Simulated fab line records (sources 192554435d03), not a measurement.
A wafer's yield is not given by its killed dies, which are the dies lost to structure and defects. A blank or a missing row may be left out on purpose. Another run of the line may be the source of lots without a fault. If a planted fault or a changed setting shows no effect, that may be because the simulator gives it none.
Which tool was responsible? || flow n5 finfet || 12 lots, 36 wafers sampled, at 4 steps of a route of 1938

WHAT THE GAUGES READ, wafer by wafer
N5_SD_EPI_P_OVL_MEAS_10.
{"lot": "L075", "measured": "day 3 13:29", "on": "overlay-02", "SD_P_BLK_OVL (nm)": "0.4 -1.0 -0.1"}
{"lot": "L077", "measured": "day 3 23:55", "on": "overlay-01", "SD_P_BLK_OVL (nm)": "0.2 0.0 -0.5"}
{"lot": "L079", "measured": "day 4 11:02", "on": "overlay-02", "SD_P_BLK_OVL (nm)": "0.1 -0.6 -1.6"}
{"lot": "L081", "measured": "day 5 02:33", "on": "overlay-02", "SD_P_BLK_OVL (nm)": "-1.7 -0.9 -0.9"}
{"lot": "L083", "measured": "day 5 15:10", "on": "overlay-02", "SD_P_BLK_OVL (nm)": "0.1 -0.7 -0.9"}
{"lot": "L085", "measured": "day 6 05:14", "on": "overlay-01", "SD_P_BLK_OVL (nm)": "-1.7 -0.7 -1.2"}
{"lot": "L087", "measured": "day 6 15:04", "on": "overlay-01", "SD_P_BLK_OVL (nm)": "-1.7 -0.7 -1.3"}
{"lot": "L089", "measured": "day 6 23:46", "on": "overlay-01", "SD_P_BLK_OVL (nm)": "0.3 0.5 1.1"}
{"lot": "L091", "measured": "day 7 10:24", "on": "overlay-01", "SD_P_BLK_OVL (nm)": "-0.5 0.1 -0.8"}
{"lot": "L093", "measured": "day 8 04:21", "on": "overlay-02", "SD_P_BLK_OVL (nm)": "0.3 -0.7 0.1"}
{"lot": "L095", "measured": "day 8 17:10", "on": "overlay-01", "SD_P_BLK_OVL (nm)": "-1.6 -1.1 -1.0"}
{"lot": "L097", "measured": "day 9 02:24", "on": "overlay-02", "SD_P_BLK_OVL (nm)": "-0.1 0.2 0.9"}

TOOL THAT RAN EACH LOT (tool first, then ch and the chambers of the sampled wafers, then the start)
{"lot": "L075", "N5_STI_FIN_REVEAL_DENSIFY_30": "rtp anneal-01 ch 0, day 2 18:21", "N5_STI_FIN_REVEAL_OXIDATION_31": "plasma asher-01 ch 0,1, day 2 21:00", "N5_DUMMY_GATE_ETCH_23": "rie si-06 ch 0,1,2, day 3 07:39"}
{"lot": "L077", "N5_STI_FIN_REVEAL_DENSIFY_30": "rtp anneal-02 ch 0, day 3 04:50", "N5_STI_FIN_REVEAL_OXIDATION_31": "plasma asher-02 ch 0,1, day 3 07:32", "N5_DUMMY_GATE_ETCH_23": "rie si-02 ch 1,2, day 3 17:58"}
{"lot": "L079", "N5_STI_FIN_REVEAL_DENSIFY_30": "rtp anneal-02 ch 0, day 3 15:53", "N5_STI_FIN_REVEAL_OXIDATION_31": "plasma asher-01 ch 0,1, day 3 18:31", "N5_DUMMY_GATE_ETCH_23": "rie si-02 ch 0,1,3, day 4 04:28"}
{"lot": "L081", "N5_STI_FIN_REVEAL_DENSIFY_30": "rtp anneal-02 ch 0, day 4 06:25", "N5_STI_FIN_REVEAL_OXIDATION_31": "plasma asher-02 ch 0,1, day 4 09:02", "N5_DUMMY_GATE_ETCH_23": "rie si-05 ch 1,2,3, day 4 19:56"}
{"lot": "L083", "N5_STI_FIN_REVEAL_DENSIFY_30": "rtp anneal-02 ch 0, day 4 17:23", "N5_STI_FIN_REVEAL_OXIDATION_31": "plasma asher-02 ch 0,1, day 4 19:57", "N5_DUMMY_GATE_ETCH_23": "rie si-05 ch 0,1,3, day 5 08:26"}
{"lot": "L085", "N5_STI_FIN_REVEAL_DENSIFY_30": "rtp anneal-01 ch 0, day 5 10:38", "N5_STI_FIN_REVEAL_OXIDATION_31": "plasma asher-01 ch 0,1, day 5 13:13", "N5_DUMMY_GATE_ETCH_23": "rie si-02 ch 1,2, day 5 23:19"}
{"lot": "L087", "N5_STI_FIN_REVEAL_DENSIFY_30": "rtp anneal-01 ch 0, day 5 17:48", "N5_STI_FIN_REVEAL_OXIDATION_31": "plasma asher-02 ch 0,1, day 5 20:26", "N5_DUMMY_GATE_ETCH_23": "rie si-06 ch 1,2, day 6 07:49"}
{"lot": "L089", "N5_STI_FIN_REVEAL_DENSIFY_30": "rtp anneal-01 ch 0, day 6 03:34", "N5_STI_FIN_REVEAL_OXIDATION_31": "plasma asher-02 ch 0,1, day 6 06:11", "N5_DUMMY_GATE_ETCH_23": "rie si-06 ch 0,1,2, day 6 17:19"}
{"lot": "L091", "N5_STI_FIN_REVEAL_DENSIFY_30": "rtp anneal-01 ch 0, day 6 15:55", "N5_STI_FIN_REVEAL_OXIDATION_31": "plasma asher-02 ch 0,1, day 6 18:38", "N5_DUMMY_GATE_ETCH_23": "rie si-05 ch 0,2, day 7 04:35"}
{"lot": "L093", "N5_STI_FIN_REVEAL_DENSIFY_30": "rtp anneal-01 ch 0, day 7 09:49", "N5_STI_FIN_REVEAL_OXIDATION_31": "plasma asher-02 ch 0,1, day 7 12:28", "N5_DUMMY_GATE_ETCH_23": "rie si-05 ch 0,2, day 7 22:25"}
{"lot": "L095", "N5_STI_FIN_REVEAL_DENSIFY_30": "rtp anneal-01 ch 0, day 7 18:52", "N5_STI_FIN_REVEAL_OXIDATION_31": "plasma asher-01 ch 0,1, day 7 23:04", "N5_DUMMY_GATE_ETCH_23": "rie si-05 ch 0,2,3, day 8 09:36"}
{"lot": "L097", "N5_STI_FIN_REVEAL_DENSIFY_30": "rtp anneal-02 ch 0, day 8 04:34", "N5_STI_FIN_REVEAL_OXIDATION_31": "plasma asher-01 ch 0,1, day 8 07:14", "N5_DUMMY_GATE_ETCH_23": "rie si-02 ch 0,1,3, day 8 19:31"}
- N5_STI_FIN_REVEAL_DENSIFY_30
- N5_STI_FIN_REVEAL_OXIDATION_31: chemistry O2 PLASMA REMOTE, time 20 s.
- N5_DUMMY_GATE_ETCH_23: etches poly-Si in HBr/Cl2/O2, target depth 41 nm, time 22.3 s.

THE ANSWER, worked out from the rows above alone
Rule: what is usual is taken from the lots themselves. Put in order of their means at a reading, lots are off if they are a third of the lots or fewer, leave a main group of 4 or more, and stand apart from it by a gap of 3 or more times the standard deviation of the main group's means; of several such gaps the widest counts. The tables above print the reading to a certain number of digits; a main group whose means all agree to those digits is not used. A lot without any number at a reading at which 4 lots or more have one is off too. The other lots that the step has rows for count as sound.
No lot is off at any reading shown: from this, nothing can be told.

WHAT THE SIMULATOR HAD PUT IN
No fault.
